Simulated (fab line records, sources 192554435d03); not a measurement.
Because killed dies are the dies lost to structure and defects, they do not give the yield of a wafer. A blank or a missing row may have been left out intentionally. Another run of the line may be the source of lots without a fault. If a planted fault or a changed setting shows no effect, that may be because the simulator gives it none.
fab line records | flow n5_finfet
record: lots: 6 | wafers: 17 | last_day: 19
route steps=1938 shown BEOL_M3@962 BEOL_M4@1111 PASSIVATION@1936
lots untouched by any fault: they come from a run of this same line in which no faults occurred
start_h: hours from the record's opening day to when the first of the lot's shown wafers began | wait_h: how many hours have passed since the lot's step before this one | " identical to the entry in the row above | L1.1+2: a single row standing in for several wafers | - no value, or no start was given | * or withheld: withheld | < > ~ a bound
route shown NAME@n: NAME is a module with steps in the file, n the number in the route of the first one | usual: the fault-free wafers' mean and standard deviation | same: alike in all rows | chamber/n: place in a boat | sites: each site's reading | _std_site: their standard deviation | _edge_site: outer sites' mean less inner sites' | radius_mm: how far each site lies from the wafer's centre | mask NAME#n: copy n | behind: the most recent tool/chamber to have shaped the wafer | hold: cause of the lot's hold/its duration in hours/its outcome | device: the n, p or np transistor that did not switch | end of line: the same wafers' tests at the end of the route | for a step that has no rows: nothing shown but its recipe | killed: the dies lost at the first sort to structure and to defects; this is not the yield of the wafer | map: shows each die of a wafer: x if killed, . if not, _ if none is there
set.NAME: the setting that was run; set.NAME@STEP: the one run at that earlier step | model.NAME: the simulator's own value behind a step, which no gauge read
a table for each step, a row for each wafer; lots at some steps of the route
services: when a tool's chamber went out of use (start_h, in hours from the record's first day, below 0 if earlier), for how many hours, and the reason
== steps ==
step: N5_BEOL_M3_SOFTBAKE_23
recipe: temp_c: 110 | time_s: 60 | resist: CAR-EUV
step: N5_BEOL_M3_EXPOSE_25
recipe: mask_id: V2 | na: 0.33 | source_shape: quasar | sigma_inner: 0.2 | sigma_outer: 0.8 | polarization: unpolarized | defocus_nm: 5 | dose_mj: 63
step: N5_BEOL_M3_PEB_26
recipe: peb_temp_c: 100 | peb_time_s: 60 | resist: CAR-EUV
step: N5_BEOL_M3_DEVELOP_27
recipe: develop_time_s: 30 | developer: TMAH | resist: CAR-EUV | rinse_liquid: surfactant_rinse | dry: air_spin | dev_temp_c: 23
step: N5_BEOL_M3_CD_MEAS_28
recipe: target_cd_nm: 25.7 | landing_energy_ev: 500 | detector: se_inlens | target_cd_y_nm: 23.3 | polarity: opening
usual: cd_nm: 25.78/0.25
lot.wafer | tool      | chamber | start_h | wait_h | cd_nm
L592.2    | cd_sem-01 | 0       | 179.59  | -      | 25.75
L592.5    | "         | 0       | "       | "      | 25.44
L592.6    | "         | 0       | "       | "      | 25.64
L596.1    | cd_sem-01 | 0       | 210.88  | -      | 25.98
L596.3    | "         | 0       | "       | "      | 26.10
L596.4    | "         | 0       | "       | "      | 25.63
L595.2    | cd_sem-01 | 0       | 225.65  | -      | 25.91
L595.5    | "         | 0       | "       | "      | 25.48
L595.6    | "         | 0       | "       | "      | 25.75
L603.1    | cd_sem-02 | 0       | 263.26  | -      | 25.92
L603.5    | "         | 0       | "       | "      | 26.04
L607.1    | cd_sem-02 | 0       | 285.67  | -      | 26.38
L607.2    | "         | 0       | "       | "      | 25.89
L607.3    | "         | 0       | "       | "      | 25.97
L609.1    | cd_sem-01 | 0       | 303.20  | -      | 25.52
L609.3    | "         | 0       | "       | "      | 26.21
L609.4    | "         | 0       | "       | "      | 25.65
step: N5_BEOL_M3_OVL_MEAS_29
recipe: points_per_wafer: 522
usual: V2_OVL: -0.6/0.63
lot.wafer | tool       | chamber | start_h | wait_h | V2_OVL[nm]
L592.2    | overlay-02 | 0       | 179.62  | 0.0    | -1.5
L592.5    | "          | 0       | "       | "      | -0.9
L592.6    | "          | 0       | "       | "      | -0.4
L596.1    | overlay-02 | 0       | 210.91  | 0.0    | -0.6
L596.3    | "          | 0       | "       | "      | -0.2
L596.4    | "          | 0       | "       | "      | -1.5
L595.2    | overlay-01 | 0       | 225.68  | 0.0    | -0.4
L595.5    | "          | 0       | "       | "      | -1.0
L595.6    | "          | 0       | "       | "      | 0.8
L603.1    | overlay-01 | 0       | 263.29  | 0.0    | -0.9
L603.5    | "          | 0       | "       | "      | -0.2
L607.1    | overlay-01 | 0       | 285.70  | 0.0    | -0.3
L607.2    | "          | 0       | "       | "      | 0.1
L607.3    | "          | 0       | "       | "      | 0.2
L609.1    | overlay-01 | 0       | 303.23  | 0.0    | -0.9
L609.3    | "          | 0       | "       | "      | -1.2
L609.4    | "          | 0       | "       | "      | -0.6
step: N5_BEOL_M3_INSPECT_30
recipe: mode: adi | inspect_instrument: brightfield
usual: raw_defect_count: 383/84
lot.wafer | tool              | chamber | start_h | wait_h | raw_defect_count
L592.2    | defect_inspect-01 | -       | 179.68  | 0.0    | 297
L592.5    | "                 | -       | "       | "      | 342
L592.6    | "                 | -       | "       | "      | 285
L596.1    | defect_inspect-02 | -       | 210.96  | 0.1    | 308
L596.3    | "                 | -       | "       | "      | 522
L596.4    | "                 | -       | "       | "      | 455
L595.2    | defect_inspect-01 | -       | 225.74  | 0.0    | 455
L595.5    | "                 | -       | "       | "      | 424
L595.6    | "                 | -       | "       | "      | 518
L603.1    | defect_inspect-02 | -       | 263.35  | 0.1    | 419
L603.5    | "                 | -       | "       | "      | 611
L607.1    | defect_inspect-02 | -       | 285.75  | 0.1    | 349
L607.2    | "                 | -       | "       | "      | 440
L607.3    | "                 | -       | "       | "      | 475
L609.1    | defect_inspect-02 | -       | 303.29  | 0.1    | 287
L609.3    | "                 | -       | "       | "      | 319
L609.4    | "                 | -       | "       | "      | 301
step: N5_BEOL_M3_DESCUM_33
recipe: chemistry: O2 | time_s: 7 | source_power_w: 50 | bias_power_w: 20 | pressure_mtorr: 20 | rf_frequency_hz: 2.712e+07 | temp_c: 40 | resist: CAR-EUV | o2_flow_sccm: 225
usual: drypump_motor_current_A: 5.5/0.4 | oes_product_au: 0.81/0.091 | rf_vpp_V: 243.1/1.2 | showerhead_plenum_p_Torr: 2.08/0.058 | throttle_valve_pct: 20.37/0.26
same: time_s: 7
lot.wafer | tool        | chamber | start_h | wait_h | drypump_motor_current_A | oes_product_au | rf_hours_counter_h | rf_vpp_V | showerhead_plenum_p_Torr | throttle_valve_pct
L592.2    | rie_diel-06 | 2       | 179.71  | 0.0    | 5.3                     | 0.85           | 52                 | 243.0    | 2.14                     | 20.14
L592.5    | "           | 1       | "       | "      | 5.8                     | 0.69           | -                  | 242.9    | 2.05                     | 20.27
L592.6    | "           | 0       | "       | "      | 5.5                     | 0.73           | -                  | 242.9    | 2.00                     | 20.88
L596.1    | rie_diel-06 | 3       | 211.68  | 0.7    | 4.9                     | 0.71           | 190                | 243.3    | 2.05                     | 20.35
L596.3    | "           | 2       | "       | "      | 5.3                     | 0.83           | 62                 | 243.3    | 2.14                     | 20.16
L596.4    | "           | 1       | "       | "      | 5.8                     | 0.68           | 243                | 242.2    | 2.05                     | 20.29
L595.2    | rie_diel-01 | 2       | 225.77  | 0.0    | 5.1                     | 0.84           | 84                 | 243.8    | 2.09                     | 20.33
L595.5    | "           | 0       | "       | "      | 6.3                     | 0.93           | -                  | 243.3    | 2.05                     | 19.98
L595.6    | "           | 3       | "       | "      | 5.2                     | 0.83           | -                  | 243.3    | 2.09                     | 20.27
L603.1    | rie_diel-04 | 2       | 263.38  | 0.0    | 5.6                     | 0.72           | 173                | 241.8    | 1.98                     | 20.31
L603.5    | "           | 2       | "       | "      | 5.6                     | 0.72           | -                  | 241.0    | 1.99                     | 20.32
L607.1    | rie_diel-06 | 1       | 285.79  | 0.0    | 5.8                     | 0.94           | 10                 | 242.5    | 2.04                     | 19.91
L607.2    | "           | 2       | "       | "      | 5.3                     | 0.81           | 87                 | 243.5    | 2.13                     | 20.21
L607.3    | "           | 3       | "       | "      | 4.9                     | 0.70           | 216                | 242.2    | 2.04                     | 20.38
L609.1    | rie_diel-06 | 2       | 303.33  | 0.0    | 5.3                     | 0.80           | 93                 | 244.1    | 2.13                     | 20.20
L609.3    | "           | 1       | "       | "      | 5.7                     | 0.93           | 16                 | 242.4    | 2.04                     | 19.91
L609.4    | "           | 3       | "       | "      | 4.9                     | 0.69           | 221                | 242.3    | 2.04                     | 20.42
step: N5_BEOL_M3_ETCH_77
recipe: chemistry: N2/H2 | target: underlayer | target_depth_a: 65 | mask_material: CAR-EUV | time_s: 5.2 | ion_energy_ev: 200 | pressure_mtorr: 30 | source_w: 840 | bias_w: 150 | n2_flow_sccm: 200 | h2_flow_sccm: 200 | ends: cleared
usual: drypump_motor_current_A: 5.5/0.4 | etch_rf_on_time_s: 5.12/0.19 | oes_product_au: 0.70/0.079 | rf_vpp_V: 523.6/2.3 | showerhead_plenum_p_Torr: 2.53/0.072 | throttle_valve_pct: 17.9/0.35
lot.wafer | tool        | chamber | start_h | wait_h | drypump_motor_current_A | etch_rf_on_time_s | oes_product_au | rf_hours_counter_h | rf_vpp_V | showerhead_plenum_p_Torr | throttle_valve_pct
L592.2    | rie_diel-06 | 2       | 179.74  | 0.0    | 5.3                     | 5.32              | 0.72           | 52                 | 523.4    | 2.58                     | 17.4
L592.5    | "           | 1       | "       | "      | 5.8                     | 5.07              | 0.60           | -                  | 519.5    | 2.48                     | 17.7
L592.6    | "           | 0       | "       | "      | 5.5                     | 5.22              | 0.63           | -                  | 520.6    | 2.42                     | 18.3
L596.1    | rie_diel-06 | 3       | 211.71  | 0.0    | 4.9                     | 5.34              | 0.62           | 190                | 523.0    | 2.52                     | 17.9
L596.3    | "           | 2       | "       | "      | 5.3                     | 5.30              | 0.70           | 62                 | 525.7    | 2.58                     | 17.5
L596.4    | "           | 1       | "       | "      | 5.8                     | 5.07              | 0.59           | 243                | 524.1    | 2.48                     | 17.7
L595.2    | rie_diel-01 | 2       | 225.80  | 0.0    | 5.1                     | 4.75              | 0.74           | 84                 | 524.2    | 2.57                     | 18.0
L595.5    | "           | 0       | "       | "      | 6.3                     | 5.16              | 0.79           | -                  | 523.5    | 2.46                     | 17.2
L595.6    | "           | 3       | "       | "      | 5.3                     | 4.92              | 0.71           | -                  | 523.9    | 2.57                     | 18.0
L603.1    | rie_diel-04 | 2       | 263.42  | 0.0    | 5.6                     | 4.93              | 0.64           | 173                | 518.7    | 2.42                     | 17.9
L603.5    | "           | 2       | "       | "      | 5.6                     | 4.95              | 0.64           | -                  | 518.7    | 2.42                     | 17.9
L607.1    | rie_diel-06 | 1       | 285.82  | 0.0    | 5.7                     | 5.10              | 0.81           | 10                 | 523.1    | 2.47                     | 17.2
L607.2    | "           | 2       | "       | "      | 5.4                     | 5.18              | 0.68           | 87                 | 522.8    | 2.56                     | 17.5
L607.3    | "           | 3       | "       | "      | 4.9                     | 5.26              | 0.60           | 216                | 523.8    | 2.51                     | 18.0
L609.1    | rie_diel-06 | 2       | 303.36  | 0.0    | 5.3                     | 5.23              | 0.68           | 93                 | 524.7    | 2.56                     | 17.5
L609.3    | "           | 1       | "       | "      | 5.8                     | 5.05              | 0.81           | 16                 | 524.1    | 2.47                     | 17.2
L609.4    | "           | 3       | "       | "      | 4.9                     | 5.23              | 0.60           | 221                | 524.6    | 2.51                     | 18.0
step: N5_BEOL_M3_ETCH_69
recipe: chemistry: CF4 | target: SiARC | target_depth_a: 156 | mask_material: CAR-EUV | time_s: 26 | ion_energy_ev: 80 | pressure_mtorr: 40 | source_w: 545 | bias_w: 36 | Ar_flow_sccm: 100 | cf4_flow_sccm: 100 | ends: cleared
usual: drypump_motor_current_A: 5.5/0.4 | etch_rf_on_time_s: 25.6/0.97 | oes_product_au: 0.70/0.078 | rf_vpp_V: 183.9/1.1 | showerhead_plenum_p_Torr: 2.14/0.055 | throttle_valve_pct: 15.59/0.27
lot.wafer | tool        | chamber | start_h | wait_h | drypump_motor_current_A | etch_rf_on_time_s | oes_product_au | rf_hours_counter_h | rf_vpp_V | showerhead_plenum_p_Torr | throttle_valve_pct
L592.2    | rie_diel-06 | 2       | 179.76  | 0.0    | 5.3                     | 26.3              | 0.72           | 52                 | 183.9    | 2.18                     | 15.27
L592.5    | "           | 1       | "       | "      | 5.8                     | 25.8              | 0.60           | -                  | 182.3    | 2.11                     | 15.57
L592.6    | "           | 0       | "       | "      | 5.5                     | 26.0              | 0.62           | -                  | 185.4    | 2.06                     | 16.09
L596.1    | rie_diel-06 | 3       | 211.73  | 0.0    | 4.9                     | 26.1              | 0.62           | 190                | 184.4    | 2.11                     | 15.65
L596.3    | "           | 2       | "       | "      | 5.3                     | 26.1              | 0.72           | 62                 | 185.2    | 2.18                     | 15.31
L596.4    | "           | 1       | "       | "      | 5.8                     | 25.6              | 0.60           | 243                | 184.4    | 2.10                     | 15.62
L595.2    | rie_diel-01 | 2       | 225.82  | 0.0    | 5.1                     | 23.9              | 0.74           | 84                 | 184.2    | 2.18                     | 15.65
L595.5    | "           | 0       | "       | "      | 6.4                     | 25.8              | 0.79           | -                  | 184.1    | 2.10                     | 15.14
L595.6    | "           | 3       | "       | "      | 5.3                     | 25.0              | 0.72           | -                  | 183.3    | 2.16                     | 15.62
L603.1    | rie_diel-04 | 2       | 263.43  | 0.0    | 5.6                     | 24.8              | 0.64           | 173                | 182.8    | 2.03                     | 15.53
L603.5    | "           | 2       | "       | "      | 5.6                     | 24.8              | 0.64           | -                  | 181.3    | 2.03                     | 15.54
L607.1    | rie_diel-06 | 1       | 285.84  | 0.0    | 5.8                     | 25.9              | 0.80           | 10                 | 181.9    | 2.10                     | 15.15
L607.2    | "           | 2       | "       | "      | 5.3                     | 26.1              | 0.69           | 87                 | 185.2    | 2.17                     | 15.35
L607.3    | "           | 3       | "       | "      | 4.9                     | 26.1              | 0.60           | 216                | 183.2    | 2.10                     | 15.73
L609.1    | rie_diel-06 | 2       | 303.38  | 0.0    | 5.3                     | 25.9              | 0.69           | 93                 | 186.1    | 2.17                     | 15.35
L609.3    | "           | 1       | "       | "      | 5.8                     | 25.3              | 0.80           | 16                 | 183.5    | 2.10                     | 15.16
L609.4    | "           | 3       | "       | "      | 4.9                     | 25.8              | 0.61           | 221                | 185.0    | 2.10                     | 15.74
step: N5_BEOL_M3_ALD_98
recipe: material: SiO2 | target_thk_a: 25 | temp_c: 100 | ald_precursor_family: BDEAS | ald_co_reactant: O2-plasma | pulse_time_s: 1 | co_reactant_pulse_time_s: 1 | purge_time_s: 2 | co_reactant_purge_time_s: 2 | ald_cycles: 17 | pressure_torr: 2
usual: heater_power_w: 76/5 | precursor_pulse_height_rel: 0.999/0.018
same: purge_time_s: 2
lot.wafer | tool       | chamber | start_h | wait_h | heater_power_w | precursor_pulse_height_rel
L592.2    | ald_sin-02 | 1       | 179.87  | 0.1    | 73             | 1.024
L592.5    | "          | 0       | "       | "      | 82             | 1.023
L592.6    | "          | 1       | "       | "      | 71             | 1.020
L596.1    | ald_sin-02 | 0       | 212.04  | 0.3    | 79             | 1.007
L596.3    | "          | 1       | "       | "      | 74             | 0.986
L596.4    | "          | 3       | "       | "      | 76             | 1.024
L595.2    | ald_sin-02 | 3       | 226.20  | 0.4    | 75             | 1.008
L595.5    | "          | 2       | "       | "      | 69             | 1.011
L595.6    | "          | 3       | "       | "      | 75             | 1.007
L603.1    | ald_sin-04 | 0       | 263.65  | 0.2    | 82             | 0.968
L603.5    | "          | 0       | "       | "      | 81             | 1.006
L607.1    | ald_sin-01 | 3       | 286.32  | 0.5    | 85             | 0.963
L607.2    | "          | 1       | "       | "      | 78             | 0.965
L607.3    | "          | 0       | "       | "      | 74             | 1.013
L609.1    | ald_sin-04 | 3       | 303.46  | 0.1    | 75             | 1.018
L609.3    | "          | 2       | "       | "      | 72             | 0.979
L609.4    | "          | 0       | "       | "      | 79             | 1.000
step: N5_BEOL_M3_ETCHBACK_99
recipe: chemistry: CHF3 | target: SiO2 | target_depth_a: 50 | time_s: 10.4 | source_w: 215 | bias_w: 47 | Ar_flow_sccm: 200 | CHF3_flow_sccm: 12 | ion_energy_ev: 100 | pressure_mtorr: 30
usual: drypump_motor_current_A: 5.5/0.37 | oes_product_au: 0.81/0.089 | rf_vpp_V: 239/5.7 | showerhead_plenum_p_Torr: 2.14/0.063 | throttle_valve_pct: 17.06/0.27
same: time_s: 10.4
lot.wafer | tool        | chamber | start_h | wait_h | drypump_motor_current_A | oes_product_au | rf_hours_counter_h | rf_vpp_V | showerhead_plenum_p_Torr | throttle_valve_pct
L592.2    | rie_diel-06 | 1       | 198.74  | 18.8   | 5.7                     | 0.70           | 239                | 243      | 2.10                     | 16.98
L592.5    | "           | 0       | "       | "      | 5.5                     | 0.72           | -                  | 231      | 2.05                     | 17.47
L592.6    | "           | 3       | "       | "      | 4.9                     | 0.73           | -                  | 231      | 2.12                     | 17.12
L596.1    | rie_diel-06 | 3       | 226.46  | 14.4   | 4.9                     | 0.72           | 194                | 232      | 2.11                     | 17.10
L596.3    | "           | 1       | "       | "      | 5.7                     | 0.68           | 247                | 244      | 2.10                     | 16.99
L596.4    | "           | 2       | "       | "      | 5.4                     | 0.84           | 65                 | 242      | 2.19                     | 16.77
L595.2    | rie_diel-01 | 1       | 230.00  | 3.7    | 5.8                     | 0.74           | 167                | 245      | 2.25                     | 17.16
L595.5    | "           | 0       | "       | "      | 6.3                     | 0.91           | -                  | 240      | 2.10                     | 16.55
L595.6    | "           | 3       | "       | "      | 5.3                     | 0.82           | -                  | 250      | 2.19                     | 17.20
L603.1    | rie_diel-06 | 1       | 267.72  | 4.0    | 5.8                     | 0.96           | 4                  | 243      | 2.10                     | 16.54
L603.5    | "           | 0       | "       | "      | 5.5                     | 0.71           | -                  | 232      | 2.04                     | 17.50
L607.1    | rie_diel-04 | 3       | 291.57  | 5.2    | 5.2                     | 0.87           | 49                 | 234      | 2.11                     | 17.01
L607.2    | "           | 0       | "       | "      | 5.3                     | 0.92           | 12                 | 242      | 2.21                     | 17.23
L607.3    | "           | 1       | "       | "      | 5.6                     | 0.92           | 28                 | 242      | 2.20                     | 17.11
L609.1    | rie_diel-04 | 3       | 305.15  | 1.6    | 5.1                     | 0.86           | 55                 | 235      | 2.11                     | 17.02
L609.3    | "           | 1       | "       | "      | 5.6                     | 0.91           | -                  | 240      | 2.19                     | 17.11
L609.4    | "           | 3       | "       | "      | 5.2                     | 0.85           | -                  | 235      | 2.11                     | 17.00
step: N5_BEOL_M3_ETCH_70
recipe: chemistry: N2/H2 | target: SOC | target_depth_a: 800 | overetch_a: 160 | mask_material: SiARC | temp_c: 40 | time_s: 120 | ion_energy_ev: 200 | pressure_mtorr: 30 | source_w: 840 | bias_w: 150 | n2_flow_sccm: 200 | h2_flow_sccm: 200
usual: drypump_motor_current_A: 5.5/0.36 | oes_product_au: 0.62/0.062 | rf_vpp_V: 523.6/2 | run_length_s: 143.4/0.33 | showerhead_plenum_p_Torr: 2.53/0.069 | throttle_valve_pct: 17.8/0.34
lot.wafer | tool        | chamber | start_h | wait_h | drypump_motor_current_A | oes_product_au | rf_hours_counter_h | rf_vpp_V | run_length_s | showerhead_plenum_p_Torr | throttle_valve_pct | model.SiARC_of_BEOL_M3_COAT_68.thk_nm
L592.2    | rie_diel-06 | 1       | 198.78  | 0.0    | 5.8                     | 0.53           | 239                | 524.1    | 143.5        | 2.48                     | 17.6               | 6.2
L592.5    | "           | 0       | "       | "      | 5.5                     | 0.56           | -                  | 521.0    | 143.1        | 2.42                     | 18.3               | 6.6
L592.6    | "           | 3       | "       | "      | 4.9                     | 0.57           | -                  | 524.8    | 143.4        | 2.52                     | 17.9               | 6.6
L596.1    | rie_diel-06 | 3       | 226.50  | 0.0    | 4.9                     | 0.49           | 194                | 523.7    | 186.0        | 2.52                     | 17.9               | 4.8
L596.3    | "           | 1       | "       | "      | 5.8                     | 0.52           | 247                | 524.1    | 143.2        | 2.48                     | 17.6               | 6.2
L596.4    | "           | 2       | "       | "      | 5.4                     | 0.65           | 65                 | 525.0    | 143.5        | 2.57                     | 17.4               | 6.4
L595.2    | rie_diel-01 | 1       | 230.04  | 0.0    | 5.7                     | 0.58           | 167                | 527.0    | 143.3        | 2.64                     | 17.9               | 6.6
L595.5    | "           | 0       | "       | "      | 6.4                     | 0.69           | -                  | 521.5    | 143.0        | 2.45                     | 17.1               | 6.4
L595.6    | "           | 3       | "       | "      | 5.3                     | 0.62           | -                  | 526.1    | 143.8        | 2.57                     | 18.0               | 5.8
L603.1    | rie_diel-06 | 1       | 267.76  | 0.0    | 5.7                     | 0.63           | 4                  | 523.1    | 185.2        | 2.47                     | 17.2               | 4
L603.5    | "           | 0       | "       | "      | 5.5                     | 0.55           | -                  | 519.7    | 143.0        | 2.41                     | 18.4               | 6.6
L607.1    | rie_diel-04 | 3       | 291.61  | 0.0    | 5.2                     | 0.65           | 49                 | 521.3    | 143.5        | 2.50                     | 17.9               | 6.2
L607.2    | "           | 0       | "       | "      | 5.3                     | 0.69           | 13                 | 526.7    | 143.4        | 2.62                     | 18.1               | 6.2
L607.3    | "           | 1       | "       | "      | 5.6                     | 0.69           | 28                 | 525.1    | 143.6        | 2.58                     | 17.7               | 6
L609.1    | rie_diel-04 | 3       | 305.21  | 0.0    | 5.2                     | 0.65           | 55                 | 521.0    | 143.7        | 2.50                     | 17.9               | 6.4
L609.3    | "           | 1       | "       | "      | 5.6                     | 0.68           | -                  | 527.1    | 143.2        | 2.58                     | 17.7               | 6
L609.4    | "           | 3       | "       | "      | 5.2                     | 0.64           | -                  | 521.9    | 143.5        | 2.50                     | 17.9               | 6.2
step: N5_BEOL_M3_STRIP_71
recipe: chemistry: N2/H2 | temp_c: 40 | n2_flow_sccm: 200 | h2_flow_sccm: 200 | rf_frequency_hz: 6e+07
step: N5_BEOL_M4_RC_MEAS_101
usual: DIBL_N: 36.1/2.5 | DIBL_P: 36/3.3 | IOFF_N: 0.16/0.046 | IOFF_P: 0.20/0.051 | ION_N: 676/16 | ION_P: 462/11 | SS_N: 71.6/0.87 | SS_P: 73.2/0.86 | VT_N: 251/4.4 | VT_P: -252/4.6
lot.wafer | tool      | chamber | start_h | wait_h | DIBL_N[mV/V] | DIBL_P[mV/V] | IOFF_N[nA/um] | IOFF_P[nA/um] | ION_N[uA/um] | ION_P[uA/um] | SS_N[mV/dec] | SS_P[mV/dec] | VT_N[mV] | VT_P[mV]
L592.2    | prober-01 | 0       | 228.01  | 0.2    | 30.0         | 29           | 0.08          | 0.13          | 649          | 451          | 70.1         | 71.9         | 263      | -258
L592.5    | "         | 0       | "       | "      | 34.7         | 35           | 0.13          | 0.20          | 676          | 470          | 71.2         | 73.3         | 252      | -248
L592.6    | "         | 0       | "       | "      | 32.4         | 32           | 0.10          | 0.16          | 663          | 458          | 71.0         | 72.8         | 260      | -253
L596.1    | prober-01 | 0       | 256.48  | 0.0    | 37.5         | 35           | 0.17          | 0.17          | 654          | 444          | 72.3         | 73.3         | 250      | -254
L596.3    | "         | 0       | "       | "      | 37.9         | 37           | 0.17          | 0.18          | 683          | 460          | 71.8         | 73.4         | 250      | -254
L596.4    | "         | 0       | "       | "      | 38.3         | 38           | 0.18          | 0.21          | 692          | 468          | 72.4         | 74.3         | 249      | -252
L595.2    | prober-02 | 0       | 263.07  | 0.2    | 33.6         | 33           | 0.12          | 0.16          | 670          | 462          | 70.8         | 72.7         | 253      | -253
L595.5    | "         | 0       | "       | "      | 36.1         | 37           | 0.16          | 0.21          | 692          | 474          | 71.3         | 73.6         | 250      | -250
L595.6    | "         | 0       | "       | "      | 36.9         | 38           | 0.16          | 0.22          | 677          | 462          | 71.3         | 73.2         | 251      | -249
L603.1    | prober-02 | 0       | 299.43  | 0.0    | 36.0         | 36           | 0.15          | 0.18          | 665          | 455          | 71.7         | 73.1         | 249      | -254
L603.5    | "         | 0       | "       | "      | 34.6         | 33           | 0.12          | 0.15          | 651          | 449          | 71.4         | 73.3         | 254      | -258
L607.1    | prober-02 | 0       | 327.35  | 0.0    | 35.7         | 32           | 0.16          | 0.18          | 658          | 453          | 72.9         | 71.8         | 251      | -250
L607.2    | "         | 0       | "       | "      | 33.7         | 33           | 0.12          | 0.18          | 676          | 468          | 70.4         | 71.8         | 253      | -250
L607.3    | "         | 0       | "       | "      | 37.2         | 38           | 0.20          | 0.27          | 698          | 480          | 71.8         | 74.4         | 245      | -244
L609.1    | prober-01 | 0       | 338.58  | 0.0    | 36.7         | 37           | 0.15          | 0.23          | 673          | 473          | 71.3         | 73.0         | 253      | -248
L609.3    | "         | 0       | "       | "      | 37.5         | 38           | 0.16          | 0.25          | 672          | 464          | 72.2         | 73.6         | 250      | -249
L609.4    | "         | 0       | "       | "      | 36.4         | 37           | 0.15          | 0.23          | 672          | 471          | 72.6         | 73.7         | 251      | -249
step: N5_PASSIVATION_PROBE_49
usual: defect_limited_yield: 91.0/1.4 | killed_at_M0_to_M3: 34/10 | killed_at_M4_up: 15/5.5 | killed_at_contacts: 12/6.1 | killed_at_front_end: 41/12 | killed_at_other: 4/3.4 | killed_dies: 106/17 | killed_open: 70/13 | killed_short: 34/7.4 | sort_bin_5_function: 5.3/1 | sort_bin_6_memory: 3.4/0.69 | sort_bin_8_speed: 0.03/0.22 | sort_n_pass: 1073/17 | sort_yield_pct: 91.0/1.4
same: gross_dies: 1180 | killed_at_back_side: 0 | sort_bin_4_leakage[%]: 0
lot.wafer | tool      | chamber | start_h | wait_h | defect_limited_yield[%] | killed_at_M0_to_M3 | killed_at_M4_up | killed_at_contacts | killed_at_front_end | killed_at_other | killed_dies | killed_open | killed_short | sort_bin_5_function[%] | sort_bin_6_memory[%] | sort_bin_8_speed[%] | sort_n_pass | sort_yield_pct[%]
L592.2    | prober-02 | -       | 333.11  | 0.1    | 92.5                    | 34                 | 10              | 16                 | 26                  | 3               | 89          | 65          | 23           | 4.2                    | 3.2                  | 0                   | 1091        | 92.5
L592.5    | prober-02 | -       | 333.26  | 0.2    | 91.8                    | 52                 | 9               | 7                  | 25                  | 4               | 97          | 71          | 26           | 5.0                    | 3.0                  | 0                   | 1083        | 91.8
L592.6    | prober-02 | -       | 333.31  | 0.3    | 90.7                    | 50                 | 8               | 13                 | 36                  | 3               | 110         | 64          | 46           | 5.3                    | 3.6                  | 0                   | 1070        | 90.7
killed by level:class
L592.2 MOL_CONTACT_COAG:geometric_particle:open=14 BEOL_M0_SAQP:geometric_particle:short=8 BEOL_M0_SAQP:geometric_particle:open=7 FIN_SAQP:geometric_particle:open=6 BEOL_M2:geometric_particle:open=6 STI_FIN_REVEAL:geometric_particle:open=5 DUMMY_GATE:geometric_particle:open=5 BEOL_M6:geometric_particle:open=5
L592.5 BEOL_M0_SAQP:geometric_particle:open=14 BEOL_M1:geometric_particle:open=10 BEOL_M2:geometric_particle:open=8 STI_FIN_REVEAL:geometric_particle:open=7 MOL_CONTACT_COAG:geometric_particle:open=7 BEOL_M0_SAQP:geometric_particle:short=6 BEOL_M4:geometric_particle:open=6 FIN_SAQP:geometric_particle:open=5
L592.6 BEOL_M0_SAQP:geometric_particle:short=15 BEOL_M0_SAQP:geometric_particle:open=9 MOL_CONTACT_COAG:geometric_particle:open=8 FIN_SAQP:geometric_particle:open=7 BEOL_M3:geometric_particle:open=7 STI_FIN_REVEAL:geometric_particle:open=6 MOL_CONTACT_COAG:geometric_particle:short=5 BEOL_M2:geometric_particle:open=5
== services ==
tool        | chamber | start_h | hours | kind
rie_diel-06 | 0       | 168.69  | 3.0   | repair
ald_sin-02  | 2       | 174.87  | 1.4   | repair
ald_sin-02  | 1       | 175.26  | 2.0   | repair
rie_diel-04 | 1       | 202.99  | -     | clean
rie_diel-04 | 1       | 202.99  | -     | consumable_replace:focus_ring
rie_diel-04 | 1       | 202.99  | 23.3  | scheduled_down
rie_diel-04 | 1       | 202.99  | 23.3  | vent_cycle
ald_sin-02  | -       | 205.20  | 0.9   | repair
ald_sin-01  | -       | 223.77  | 0.8   | pm
rie_diel-01 | 2       | 227.08  | 5.1   | repair
rie_diel-06 | 1       | 234.66  | -     | clean
rie_diel-06 | 1       | 234.66  | -     | consumable_replace:focus_ring
rie_diel-06 | 1       | 234.66  | 20.9  | scheduled_down
rie_diel-06 | 1       | 234.66  | 20.9  | vent_cycle
rie_diel-01 | 3       | 236.89  | 6.2   | repair
ald_sin-01  | -       | 237.82  | 6.0   | pm
ald_sin-01  | 1       | 245.44  | 4.0   | repair
rie_diel-04 | 0       | 247.43  | -     | clean
ald_sin-04  | 1       | 256.90  | 3.0   | repair
ald_sin-04  | 3       | 260.81  | 19.0  | repair
rie_diel-04 | 2       | 263.90  | 132.0 | repair
ald_sin-02  | -       | 268.31  | 14.0  | pm
rie_diel-06 | 0       | 275.74  | 19.4  | repair
rie_diel-04 | 0       | 299.51  | 10.4  | repair
== key ==
first_sign: step: N5_BEOL_M3_ETCH_70 | reading: run_length_s | direction: up | sigmas: 99+ | usual: * | struck: *
effect none on later readings
model_effect: step: N5_BEOL_M3_ETCH_70 | value: SiARC_of_BEOL_M3_COAT_68.thk_nm | without: 6.5 | struck: 4.4
met_at N5_BEOL_M3_ETCH_70
struck_wafers L596.1,L603.1
onset_between 198.78 226.50
fault: kind: process_parameter_drift | tool: rie_diel-06 | chamber: - | onset_h: 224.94 | steps: N5_BEOL_M3_ETCH_70 | channel: time_s | offset: * | shape: step | end_h: 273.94 | scope: struck_wafers_only | acts_in: * | stated: *
